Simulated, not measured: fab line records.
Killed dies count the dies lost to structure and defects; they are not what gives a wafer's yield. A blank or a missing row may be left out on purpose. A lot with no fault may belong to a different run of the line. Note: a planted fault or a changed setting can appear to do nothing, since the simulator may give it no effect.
Which of the tools did it? + flow nandHarc + Sampling: 7 lots, 21 wafers, 5 of 1302 route steps

== WHAT THE GAUGES SHOWED, per wafer ==
NHARC_END_SORT_01.
| lot  | measured     | on        | defectLimitedYield (%) |
|------|--------------|-----------|------------------------|
| L347 | day 28 05:19 | prober-01 | 90.3 91.0 91.4         |
| L351 | day 30 00:38 | prober-01 | 0 0 0                  |

== EACH LOT AND THE TOOL THAT RAN IT (in order: tool; ch and the chambers of the sampled wafers; start) ==
| lot  | NHARC_A_M1_PRE_CLEAN_32         | NHARC_A_BONDPAD_DEP_00                     | NHARC_A_BONDPAD_PRE_CLEAN_26           | NHARC_THIN_TSV_ETCH_44            |
|------|---------------------------------|--------------------------------------------|----------------------------------------|-----------------------------------|
| L339 | pecvd-03 ch 0,1, day 23 16:25   | pecvd-01 ch 1,2, day 23 17:03              | pvdSputter-02, day 24 09:34 or earlier | rieDiel-10 ch 0,2,3, day 24 09:34 |
| L344 | pecvd-02 ch 1,2, day 25 06:53   | pecvd-01 ch 0,2, day 25 07:30              | pvdSputter-03, day 26 03:54 or earlier | rieDiel-07 ch 0,2,3, day 26 03:54 |
| L343 | pecvd-04 ch 1,2, day 26 06:26   | pecvd-03 ch 0,1,2, day 26 07:03            | pvdSputter-03, day 26 23:53 or earlier | rieDiel-07 ch 2,3, day 26 23:53   |
| L347 | pecvd-02 ch 1,2, day 26 18:26   | pecvd-01 ch 0,2, day 26 19:04              | pvdSputter-03, day 27 11:29 or earlier | rieDiel-07 ch 0,3, day 27 11:29   |
| L351 | pecvd-04 ch 0,1,2, day 28 13:43 | pecvd-04 ch 0,1,2, day 29 06:53 or earlier | pvdSputter-02, day 29 06:53 or earlier | rieDiel-07 ch 2,3, day 29 06:53   |
| L360 | pecvd-02 ch 0,1,2, day 32 08:38 | pecvd-04 ch 0,1,2, day 32 09:18            | pvdSputter-01, day 33 01:31 or earlier | rieDiel-10 ch 0,1,3, day 33 01:31 |
| L361 | pecvd-02 ch 0,2, day 32 11:51   | pecvd-01 ch 0,1, day 32 12:29              | pvdSputter-03, day 33 05:18 or earlier | rieDiel-11 ch 0,1,2, day 33 05:18 |
- NHARC_A_M1_PRE_CLEAN_32: time 12 s.
- NHARC_A_BONDPAD_DEP_00: deposits SiCN, target thk 250 nm.
- NHARC_A_BONDPAD_PRE_CLEAN_26: time 30 s.
- NHARC_THIN_TSV_ETCH_44: etches the open film in CF4/O2, target depth 1594.2 nm, time 797.1 s.

== THE ANSWER, worked out from the rows above alone ==
Rule: usual is defined by the lots themselves. The widest of any qualifying gaps counts: lots, ordered by their means at a reading, are off when they make up no more than a third of the lots, leave a main group of 4 or more, and stand apart from it by 3 or more times the standard deviation of that group's means. Not used: any main group whose means are identical at the precision the tables above print for the reading. A lot without any number at a reading at which 4 lots or more have one is off too. Any other lot the step has rows for is counted as sound.
None of the lots is off at any reading shown; this tells nothing.

== WHAT HAD BEEN PUT IN BY THE SIMULATOR ==
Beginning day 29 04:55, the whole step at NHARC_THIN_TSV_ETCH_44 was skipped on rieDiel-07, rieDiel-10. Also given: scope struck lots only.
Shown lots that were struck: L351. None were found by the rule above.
